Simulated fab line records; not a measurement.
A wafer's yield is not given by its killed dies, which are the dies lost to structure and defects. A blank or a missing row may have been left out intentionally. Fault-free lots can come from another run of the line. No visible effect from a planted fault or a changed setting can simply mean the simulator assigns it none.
Split-lot experiment	flow n5 finfet	21 wafers read across 7 lots, on a route 1938 steps long

== THE SPLIT ==
At N5_BEOL_M1_ETCH_64 (etches SOC in N2/H2, target depth 75 nm, overetch 15 nm, time 112.5 s), the setting bias w was moved away from the recipe's 150 W on 5 of the 21 wafers read, by -15.5% to -9.1%. For the rest of the wafers, this setting stayed at what the recipe calls for.

The reading comes from the split's own step.

== THE READING ==
rf vpp V, in V, at N5_BEOL_M1_ETCH_64 (etches SOC in N2/H2, target depth 75 nm, overetch 15 nm, time 112.5 s). Fault-free wafers of this fab line usually give 524.8 V, standard deviation 2.8 V.

wafer	tool, chamber at the split	bias w as run, W	against the recipe	rf vpp V, V	against lot-mates on the recipe
L078.2	rie diel-03, 0	150	recipe	520.6	-
L078.3	rie diel-03, 2	150	recipe	521.0	-
L078.4	rie diel-03, 1	150	recipe	527.0	-
L079.3	rie diel-02, 2	136.1	-9.3%	488.5	-39.4
L079.4	rie diel-02, 1	150	recipe	527.9	-
L079.6	rie diel-02, 2	136.1	-9.3%	489.2	-38.7
L085.2	rie diel-02, 3	150	recipe	528.9	-
L085.3	rie diel-02, 0	150	recipe	528.3	-
L085.6	rie diel-02, 0	150	recipe	528.2	-
L088.2	rie diel-02, 3	150	recipe	528.0	-
L088.3	rie diel-02, 2	126.8	-15.5%	467.9	-56.4
L088.5	rie diel-02, 2	150	recipe	520.5	-
L089.1	rie diel-02, 2	136.4	-9.1%	491.4	-36.2
L089.3	rie diel-02, 3	150	recipe	527.9	-
L089.5	rie diel-02, 3	150	recipe	527.4	-
L090.3	rie diel-02, 2	150	recipe	522.0	-
L090.5	rie diel-02, 3	150	recipe	527.3	-
L090.6	rie diel-02, 2	135.8	-9.5%	489.4	-35.2
L093.2	rie diel-06, 2	150	recipe	526.0	-
L093.3	rie diel-06, 3	150	recipe	527.7	-
L093.5	rie diel-06, 2	150	recipe	523.2	-

THE FIT
A straight line over all 21 wafers: rf vpp V changes by +3.83 V for each +1% of bias w; r = +0.99; the points scatter about the line by 2.8 V.
The same after taking each lot's own level away (the mean of its wafers on the recipe; 21 wafers): +3.86 V for each +1%; r = +0.99; scatter 2.5 V.
That fit puts the effect of the largest move of bias w on the reading at 60 V.
Across the lots, their own levels run from 522.87 to 528.47 V, a range of 2.0 times the standard deviation given above.
So the lot-to-lot level changes the slope little: the two slopes agree.
Check: with one of the wafers moved furthest among these (-15.5%) left out of the fit, the line predicts -62.4 V for it against its lot-mates. Against them it came out at -56.4 V.
Tool readings at the split's step, against how far the setting was moved: rf vpp V r = +0.99.

== THESE WAFERS: OTHER SPLITS ==
Other splits were also applied to these wafers ahead of the reading. Each is held against what the fit with the lots' levels taken away leaves over:
other split on the same wafers	wafers away from the commonest value	r with rf vpp V (lot level and that fit taken away)
N5_MOL_CONTACT_COAG_VIA_ETCH_117 bias w	3	+0.15
N5_BEOL_M0_SAQP_SPACER2_ALD_26 target thk a	7	-0.15

== THE WHOLE CHAIN: every reading that the file lists as answering this split, in the file's order ==
step	what it does	reading	change (the file's fit)	r (the file's)
N5_BEOL_M1_ETCH_64	etches SOC in N2/H2, target depth 75 nm, overetch 15 nm, time 112.5 s	rf vpp V	+3.81 V for each +1% of the setting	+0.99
N5_BEOL_M1_ETCH_64	etches SOC in N2/H2, target depth 75 nm, overetch 15 nm, time 112.5 s	SiARC_of_BEOL_M1_COAT_62.thk nm (the simulator's own value, which no gauge read)	-0.0721 nm for each +1% of the setting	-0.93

== FILE'S OWN FIT ==
rf vpp V changes by +3.81 V for each +1% of bias w, r = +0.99.
